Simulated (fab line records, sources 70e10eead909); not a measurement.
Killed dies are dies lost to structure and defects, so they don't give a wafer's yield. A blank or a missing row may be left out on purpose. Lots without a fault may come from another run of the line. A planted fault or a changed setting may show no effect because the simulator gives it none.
fab line records | flow nand_harc
record lots=11 wafers=33 last_day=24
route steps=1159 shown A_BONDPAD@1077 THIN_TSV@1103 END@1159
lots that met no fault: from a run of the same line without faults
start_h: hours from the record's first day to the start of the lot's first wafer shown | wait_h: hours since the lot's step before | " the same as in the row above | L1.1+2: a row that stands for several wafers | - no value, or no start given | * or withheld: withheld | < > ~ a bound
route shown NAME@n: a module of which the file shows steps, and the number in the route of the first | usual: mean/standard deviation of fault-free wafers | same: alike in all rows | chamber/n: place in a boat | sites: the reading at each site | _std_site: their standard deviation | _edge_site: outer sites' mean less inner sites' | radius_mm: how far each site lies from the wafer's centre | mask NAME#n: copy n | behind: the tool/chamber that last shaped the wafer | hold: why the lot was held/for how many hours/how that ended | device: the transistor (n, p or np) that didn't switch | end of line: the same wafers' tests at the end of the route | a step without rows: its recipe alone | killed: dies lost to structure and defects at the first sort, not the wafer's yield | map: a wafer's dies, x killed, . not, _ none there
set.NAME: the setting as run; set.NAME@STEP: as run at that earlier step | model.NAME: the simulator's own value behind a step, which no gauge read
steps of the route over a sample of lots; a table a step, a row a wafer
services: from which hour (start_h, from the record's first day; less than 0 if before it) a tool's chamber was out of use, for how many hours, and why
## steps
# step NHARC_A_BONDPAD_ETCH_12
# recipe target_depth_a=2200 time_s=110 chf3_flow_sccm=50 o2_flow_sccm=10 ar_flow_sccm=200 rf_w=500 bias_w=200 chemistry=CHF3/O2
# usual chamber_pressure_mTorr=25.001/0.02 drypump_motor_current_A=5.6/0.38 o2_flow_sccm=10.002/0.03 oes_product_au=0.944/0.025 rf_vpp_V=370.0/2.1 showerhead_plenum_p_Torr=2.38/0.088 throttle_valve_pct=20.573/0.0091
# columns lot.wafer tool chamber start_h wait_h chamber_pressure_mTorr drypump_motor_current_A o2_flow_sccm oes_product_au rf_hours_counter_h rf_vpp_V showerhead_plenum_p_Torr throttle_valve_pct
L172.3 rie_diel-10 3 - - 24.994 5.5 10.028 0.952 2 372.9 2.51 20.569
L172.1 " 2 " " 24.991 5.6 9.999 0.949 1 369.3 2.25 20.572
L172.5 " 0 " " 25.052 5.9 10.015 0.963 - 370.1 2.41 20.558
L173.1 rie_diel-07 0 - - 25.002 6.3 10.016 0.957 1 370.5 2.35 20.569
L173.4 " 1 " " 24.977 6.1 10.019 0.945 1 370.1 2.39 20.572
L173.6 " 0 " " 24.984 6.3 10.016 0.957 - 368.9 2.35 20.578
L175.3 rie_diel-10 3 - - 24.988 5.4 10.032 0.961 2 374.3 2.51 20.566
L175.4 " 1 " " 25.025 5.2 10.053 0.973 2 367.1 2.30 20.571
L175.6 " 2 " " 24.968 5.6 9.988 0.949 - 366.2 2.25 20.571
L179.2 rie_diel-10 1 - - 24.990 5.2 10.027 0.929 3 368.6 2.30 20.569
L179.3 " 2 " " 25.029 5.6 10.049 0.933 3 367.9 2.25 20.576
L179.4 " 0 " " 24.982 5.9 10.030 0.925 3 370.1 2.41 20.561
L181.1 rie_diel-07 3 - - 24.993 5.8 9.960 0.934 23 371.0 2.42 20.582
L181.6 " 3 " " 25.046 5.8 10.000 0.933 - 371.9 2.42 20.564
L181.5 " 0 " " 25.017 6.3 10.033 0.919 - 368.6 2.35 20.568
L182.3 rie_diel-05 3 - - 25.017 5.4 9.986 0.917 28 372.1 2.37 20.569
L182.2 " 0 " " 24.999 5.4 10.025 0.932 28 371.5 2.44 20.576
L182.5 " 3 " " 25.003 5.4 10.003 0.926 - 369.9 2.37 20.563
L184.3 rie_diel-05 1 - - 24.976 5.2 10.078 0.918 29 370.7 2.45 20.570
L184.5 " 1 " " 25.031 5.2 10.015 0.910 - 372.1 2.45 20.573
L184.6 " 2 " " 24.966 6.4 10.036 0.943 - 368.1 2.27 20.565
L185.2 rie_diel-05 1 - - 25.011 5.2 9.971 0.915 33 371.0 2.44 20.576
L185.1 " 2 " " 25.017 6.4 10.010 0.941 33 366.7 2.27 20.556
L185.6 " 0 " " 24.996 5.4 10.052 0.935 - 371.0 2.44 20.580
L188.1 rie_diel-05 0 - - 25.024 5.4 9.975 0.939 32 371.1 2.44 20.582
L188.2 " 2 " " 25.005 6.4 9.934 0.941 33 367.9 2.27 20.577
L188.6 " 1 " " 24.998 5.2 9.968 0.913 - 371.5 2.44 20.568
L191.3 rie_diel-10 2 - - 25.008 5.5 10.003 0.940 5 366.2 2.25 20.566
L191.4 " 0 " " 24.984 5.8 9.980 0.929 5 370.1 2.41 20.566
L191.5 " 2 " " 24.979 5.6 10.039 0.945 - 366.6 2.25 20.575
L195.2 rie_diel-05 1 - - 25.007 5.2 10.005 0.987 3 372.3 2.44 20.579
L195.3 " 0 " " 24.983 5.4 9.969 0.967 3 371.1 2.43 20.573
L195.6 " 1 " " 24.983 5.2 10.034 0.991 - 370.3 2.44 20.573
# step NHARC_A_BONDPAD_CD_MEAS_13
# usual cd_nm=499/3.2
# columns lot.wafer tool chamber start_h wait_h cd_nm
L172.1 cd_sem-02 - 413.05 - 501
L172.3 " - " " 504
L172.5 " - " " 502
L173.1 cd_sem-02 - 418.61 - 496
L173.4 " - " " 496
L173.6 " - " " 496
L175.3 cd_sem-03 - 433.83 - 505
L175.4 " - " " 502
L175.6 " - " " 502
L179.2 cd_sem-02 - 447.16 - 503
L179.3 " - " " 501
L179.4 " - " " 502
L181.1 cd_sem-01 - 470.63 - 498
L181.5 " - " " 499
L181.6 " - " " 497
L182.2 cd_sem-02 - 478.59 - 498
L182.3 " - " " 501
L182.5 " - " " 497
L184.3 cd_sem-01 - 481.55 - 496
L184.5 " - " " 493
L184.6 " - " " 493
L185.1 cd_sem-03 - 505.51 - 501
L185.2 " - " " 498
L185.6 " - " " 498
L188.1 cd_sem-03 - 506.03 - 502
L188.2 " - " " 499
L188.6 " - " " 500
L191.3 cd_sem-03 - 506.88 - 500
L191.4 " - " " 503
L191.5 " - " " 500
L195.2 cd_sem-03 - 538.20 - 500
L195.3 " - " " 498
L195.6 " - " " 504
# step NHARC_THIN_TSV_THK_MEAS_02
# recipe thk_meas_gauge=ir
# usual thk_nm=3026/200
# columns lot.wafer tool chamber start_h wait_h thk_nm
L172.1 film_metro-02 - 425.70 - 2718
L172.3 " - " " 3129
L172.5 " - " " 3044
L173.1 film_metro-02 - 432.44 0.2 3161
L173.4 " - " " 3051
L173.6 " - " " 2816
L175.3 film_metro-02 - 449.62 0.2 2936
L175.4 " - " " 2690
L175.6 " - " " 2952
L179.2 film_metro-01 - 462.00 - 2811
L179.3 " - " " 2775
L179.4 " - " " 3132
L181.1 film_metro-01 - 484.31 0.2 2957
L181.5 " - " " 2832
L181.6 " - " " 2446
L184.3 film_metro-02 - 495.35 - 3241
L184.5 " - " " 3130
L184.6 " - " " 3137
L182.2 film_metro-01 - 496.57 0.2 3216
L182.3 " - " " 3150
L182.5 " - " " 3063
L185.1 film_metro-02 - 522.75 - 3029
L185.2 " - " " 3021
L185.6 " - " " 2822
L188.1 film_metro-01 - 525.14 - 2741
L188.2 " - " " 3038
L188.6 " - " " 2543
L191.3 film_metro-01 - 526.35 0.2 3091
L191.4 " - " " 3420
L191.5 " - " " 3168
L195.2 film_metro-01 - 551.18 - 3385
L195.3 " - " " 3452
L195.6 " - " " 3088
# step NHARC_THIN_TSV_ETCHBACK_48
# recipe target_depth_a=10285 over_etch_frac=0.3 time_s=405.17 ion_energy_ev=250 c4f8_flow_sccm=withheld ar_flow_sccm=withheld rf_w=600 bias_w=300 chemistry=C4F8/Ar
# usual chamber_pressure_mTorr=24.999/0.022 oes_product_au=0.95/0.038 over_etch_frac=0.3/0 rf_vpp_V=547.5/2.7
# columns lot.wafer tool chamber start_h wait_h chamber_pressure_mTorr oes_product_au over_etch_frac rf_hours_counter_h rf_vpp_V
L172.1 rie_diel-04 2 430.26 - 25.017 0.94 0.3 16 549.4
L172.3 " 0 " " 25.066 0.91 0.3 15 551.6
L172.5 " 0 " " 25.022 0.92 0.3 - 552.4
L173.1 rie_diel-04 2 436.02 - 25.034 0.92 0.3 17 550.8
L173.4 " 0 " " 24.984 0.91 0.3 16 551.2
L173.6 " 2 " " 25.019 0.92 0.3 - 550.8
L175.4 rie_diel-08 2 452.99 - 24.991 0.92 0.3 10 546.3
L175.3 " 0 " " 25.010 0.93 0.3 2 548.2
L175.6 " 3 " " 25.008 0.94 0.3 - 545.8
L179.2 rie_diel-09 3 465.18 - 25.013 0.92 0.3 2 550.9
L179.3 " 2 " " 24.993 0.92 0.3 0 543.9
L179.4 " 1 " " 25.005 0.93 0.3 - 549.9
L181.1 rie_diel-09 0 487.94 - 24.990 0.95 0.3 2 548.0
L181.5 " 0 " " 25.006 0.95 0.3 - 547.6
L181.6 " 1 " " 25.006 0.98 0.3 - 550.6
L184.3 rie_diel-04 0 498.75 - 25.009 0.97 0.3 3 550.7
L184.5 " 1 " " 24.981 0.94 0.3 - 545.3
L184.6 " 2 " " 24.981 0.95 0.3 - 549.8
L182.2 rie_diel-08 0 499.88 - 25.023 1.00 0.3 1 547.7
L182.3 " 3 " " 24.986 1.00 0.3 1 545.7
L182.5 " 0 " " 25.024 0.98 0.3 - 547.8
L185.2 rie_diel-08 3 526.08 - 24.971 0.94 0.3 4 547.3
L185.1 " 1 " " 24.993 0.93 0.3 3 543.3
L185.6 " 3 " " 25.009 0.94 0.3 - 545.1
L188.1 rie_diel-04 1 528.78 - 25.027 0.94 0.3 6 543.7
L188.2 " 2 " " 24.973 0.95 0.3 6 549.7
L188.6 " 0 " " 24.998 0.95 0.3 - 551.8
L191.3 rie_diel-04 0 529.70 - 24.982 0.92 0.25589 7 551.6
L191.4 " 1 " " 25.004 0.91 0.3 6 543.8
L191.5 " 2 " " 25.001 0.92 0.3 - 550.7
L195.3 rie_diel-04 0 554.56 - 24.991 0.91 0.25589 9 552.3
L195.2 " 1 " " 25.010 0.92 0.3 8 545.4
L195.6 " 3 " " 25.001 0.94 0.3 - 549.1
# step NHARC_END_SORT_01
# recipe temp_c=25
# usual defect_limited_yield=95.2/1.6 killed_at_array=29/11 killed_at_other=0.5/0.89 killed_at_periphery=3.3/2 killed_dies=32/11 killed_open=3.1/1.9 killed_short=2.3/1.6 sort_bin_2_pct=1.5/0.71 sort_bin_3_pct=0.30/0.22 sort_bin_4_pct=3.0/1.1 sort_n_pass=645/11 sort_rim_yield_pct=97.3/1.8 sort_yield_pct=95.2/1.6
# same gross_dies=677 sort_bin_5_pct[%]=0 sort_bin_6_pct[%]=0 sort_bin_7_pct[%]=0 sort_bin_8_pct[%]=0 sort_rim_n_gross=106.00
# columns lot.wafer tool chamber start_h wait_h defect_limited_yield[%] killed_at_array killed_at_other killed_at_periphery killed_dies killed_open killed_short sort_bin_2_pct[%] sort_bin_3_pct[%] sort_bin_4_pct[%] sort_n_pass sort_rim_yield_pct[%] sort_yield_pct[%]
L172.1 prober-01 0 448.89 2.5 97.2 15 0 4 19 2 2 1.0 0.30 1.5 658 98.1 97.2
L172.3 prober-01 0 450.47 3.1 97.6 15 0 1 16 3 0 0.9 0.15 1.3 661 100.0 97.6
L172.5 prober-01 0 452.05 3.7 96.5 19 0 5 24 4 3 1.0 0.15 2.4 653 99.1 96.5
L175.3 prober-01 0 467.16 3.1 94.8 32 0 3 35 4 3 1.8 0.30 3.1 642 98.1 94.8
L175.4 prober-01 0 467.95 3.4 95.6 24 0 6 30 2 2 1.5 0.59 2.4 647 99.1 95.6
L175.6 prober-01 0 469.54 4.0 95.4 28 0 3 31 0 2 1.8 0.44 2.4 646 98.1 95.4
L179.2 prober-02 0 479.19 2.8 92.6 42 0 8 50 4 3 2.7 0.30 4.4 627 94.3 92.6
L179.3 prober-02 0 479.98 3.1 94.2 33 3 3 39 0 1 1.5 0.44 3.8 638 96.2 94.2
L179.4 prober-02 0 480.78 3.4 93.4 44 0 1 45 2 1 1.9 0.44 4.3 632 96.2 93.4
L185.1 prober-01 0 538.74 2.5 94.2 34 1 4 39 2 1 1.6 0.44 3.7 638 95.3 94.2
L185.2 prober-01 0 539.53 2.8 92.6 45 0 5 50 8 3 3.1 0.15 4.1 627 96.2 92.6
L185.6 prober-01 0 542.72 4.0 94.8 34 0 1 35 5 3 1.8 0.44 3.0 642 98.1 94.8
L188.1 prober-01 0 546.45 2.4 94.5 36 1 0 37 1 3 1.6 0.30 3.5 640 100.0 94.5
L188.2 prober-01 0 547.26 2.8 94.4 34 1 3 38 3 1 2.1 0.59 3.0 639 98.1 94.4
L188.6 prober-01 0 550.50 4.1 95.3 30 0 2 32 4 2 1.5 0.15 3.1 645 99.1 95.3
# killed by level:class
L172.1 A_SLIT:chamber_film_flake=8 P_STI:chamber_film_flake=2 A_CHANNEL_HOLE_D1:chamber_film_flake=2 P_M0:geometric_particle:open=1 A_WL_FILL:geometric_particle:short=1 A_CONTACT:geometric_particle:short=1 A_CONTACT:geometric_particle:open=1 P_ZERO_WELL:chamber_film_flake=1
L172.3 A_SLIT:chamber_film_flake=9 A_WL_FILL:chamber_film_flake=2 P_GATE:geometric_particle:open=1 A_ONON_D1:geometric_particle:open=1 A_CONTACT:geometric_particle:open=1 A_CONTACT:chamber_film_flake=1 A_M0:chamber_film_flake=1
L172.5 A_SLIT:chamber_film_flake=6 P_STI:chamber_film_flake=4 A_CHANNEL_FILL_D1:geometric_particle:short=3 A_CHANNEL_FILL_D1:geometric_particle:open=2 A_CHANNEL_HOLE_D1:chamber_film_flake=2 A_CONTACT:chamber_film_flake=2 A_ONON_D1:geometric_particle:open=1 A_CONTACT:geometric_particle:open=1
L175.3 A_CHANNEL_HOLE_D1:chamber_film_flake=13 A_CONTACT:chamber_film_flake=7 A_ONON_D1:geometric_particle:short=2 A_M0:geometric_particle:open=2 A_STAIRCASE:chamber_film_flake=2 P_GATE:geometric_particle:open=1 A_CHANNEL_FILL_D1:geometric_particle:short=1 A_WL_FILL:geometric_particle:open=1
L175.4 A_CHANNEL_HOLE_D1:chamber_film_flake=13 A_CONTACT:chamber_film_flake=7 P_GATE:chamber_film_flake=3 A_CONTACT:geometric_particle:short=2 P_CONTACT:geometric_particle:open=1 P_M0:geometric_particle:open=1 P_CONTACT:chamber_film_flake=1 A_ZERO_WELL:chamber_film_flake=1
L175.6 A_CHANNEL_HOLE_D1:chamber_film_flake=13 A_CONTACT:chamber_film_flake=10 P_CONTACT:chamber_film_flake=2 A_STAIRCASE:chamber_film_flake=2 A_CHANNEL_FILL_D1:geometric_particle:short=1 A_CONTACT:geometric_particle:short=1 P_GATE:chamber_film_flake=1 A_ZERO_WELL:chamber_film_flake=1
L179.2 A_CHANNEL_HOLE_D1:chamber_film_flake=16 A_SLIT:chamber_film_flake=9 A_CONTACT:chamber_film_flake=4 P_GATE:chamber_film_flake=3 A_STAIRCASE:chamber_film_flake=3 P_BONDPAD:chamber_film_flake=2 A_SGD_CUT:chamber_film_flake=2 P_CONTACT:geometric_particle:short=1
L179.3 A_SLIT:chamber_film_flake=15 A_CHANNEL_HOLE_D1:chamber_film_flake=10 A_SGD_CUT:chamber_film_flake=3 THIN_TSV:chamber_film_flake=3 A_STAIRCASE:chamber_film_flake=2 A_CONTACT:chamber_film_flake=2 P_CONTACT:geometric_particle:short=1 P_ZERO_WELL:chamber_film_flake=1
L179.4 A_CHANNEL_HOLE_D1:chamber_film_flake=19 A_SLIT:chamber_film_flake=12 A_STAIRCASE:chamber_film_flake=5 A_CHANNEL_FILL_D1:chamber_film_flake=2 A_WL_FILL:chamber_film_flake=2 A_CONTACT:geometric_particle:short=1 A_CONTACT:geometric_particle:open=1 A_M0:geometric_particle:open=1
L185.1 A_CHANNEL_HOLE_D1:chamber_film_flake=20 A_CONTACT:chamber_film_flake=6 P_ZERO_WELL:chamber_film_flake=3 A_BLC:chamber_film_flake=3 A_STAIRCASE:chamber_film_flake=2 P_M0:geometric_particle:open=1 A_CHANNEL_FILL_D1:geometric_particle:open=1 A_CHANNEL_FILL_D1:geometric_particle:short=1
L185.2 A_CHANNEL_HOLE_D1:chamber_film_flake=23 A_CONTACT:chamber_film_flake=6 A_BLC:chamber_film_flake=5 A_STAIRCASE:chamber_film_flake=3 P_M1:geometric_particle:open=2 A_WL_FILL:chamber_film_flake=2 P_CONTACT:geometric_particle:open=1 P_M0:geometric_particle:open=1
L185.6 A_CHANNEL_HOLE_D1:chamber_film_flake=20 A_ONON_D1:geometric_particle:open=2 A_STAIRCASE:chamber_film_flake=2 A_CONTACT:chamber_film_flake=2 A_ONON_D1:geometric_particle:short=1 A_SGD_CUT:geometric_particle:short=1 A_WL_FILL:geometric_particle:open=1 A_CONTACT:geometric_particle:short=1
L188.1 A_CHANNEL_HOLE_D1:chamber_film_flake=18 A_STAIRCASE:chamber_film_flake=8 A_CHANNEL_FILL_D1:chamber_film_flake=2 A_SGD_CUT:chamber_film_flake=2 A_ONON_D1:geometric_particle:short=1 A_STAIRCASE:geometric_particle:short=1 A_SLIT:geometric_particle:short=1 A_M0:geometric_particle:open=1
L188.2 A_CHANNEL_HOLE_D1:chamber_film_flake=18 A_CONTACT:chamber_film_flake=4 A_M1:chamber_film_flake=4 A_CHANNEL_FILL_D1:chamber_film_flake=2 A_STAIRCASE:chamber_film_flake=2 A_WL_FILL:chamber_film_flake=2 P_GATE:geometric_particle:open=1 P_M2:geometric_particle:open=1
L188.6 A_CHANNEL_HOLE_D1:chamber_film_flake=15 A_CONTACT:chamber_film_flake=6 P_M1:chamber_film_flake=2 A_ONON_D1:geometric_particle:open=1 A_CHANNEL_FILL_D1:geometric_particle:open=1 A_CHANNEL_FILL_D1:geometric_particle:short=1 A_WL_FILL:geometric_particle:open=1 A_CONTACT:geometric_particle:short=1
## services
# columns tool chamber start_h hours kind
rie_diel-04 0 388.92 2.6 repair
rie_diel-05 1 392.31 2.7 repair
rie_diel-08 2 402.20 1.2 repair
rie_diel-07 - 405.27 9.0 pm
rie_diel-08 0 425.46 6.6 repair
rie_diel-04 3 425.97 5.8 repair
rie_diel-05 3 429.14 11.9 repair
rie_diel-09 1 430.03 19.6 repair
rie_diel-09 0 430.36 10.3 repair
rie_diel-08 3 430.41 19.8 repair
rie_diel-09 - 431.14 9.0 pm
rie_diel-08 - 441.94 10.0 repair
rie_diel-09 0 457.27 26.5 repair
rie_diel-10 1 459.01 34.6 repair
rie_diel-04 1 464.48 17.6 repair
rie_diel-04 - 465.90 9.0 pm
rie_diel-08 - 479.21 9.0 pm
rie_diel-10 2 493.23 9.3 repair
rie_diel-08 - 503.40 0.2 repair
rie_diel-05 - 517.79 9.0 pm
rie_diel-08 0 521.32 8.3 repair
rie_diel-10 - 530.61 9.0 pm
rie_diel-04 0 534.27 5.5 repair
rie_diel-05 - 542.61 0.6 repair
## key
first_sign step=NHARC_THIN_TSV_ETCHBACK_48 reading=over_etch_frac direction=down sigmas=99+ usual=0.3 struck=0.25589
effect none on later readings
met_at NHARC_THIN_TSV_ETCHBACK_48
struck_lots L191,L195
struck_wafers L191.3,L195.3
not_acting_at NHARC_A_BONDPAD_ETCH_12,NHARC_A_BONDPAD_CD_MEAS_13,NHARC_THIN_TSV_THK_MEAS_02
onset_between 528.78 529.70
fault kind=process_parameter_drift tool=rie_diel-04 chamber=0 onset_h=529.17 steps=NHARC_THIN_TSV_ETCHBACK_48 channel=over_etch_frac offset=-0.044113 shape=step end_h=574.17 acts_in=these_recipes_only stated=0.3
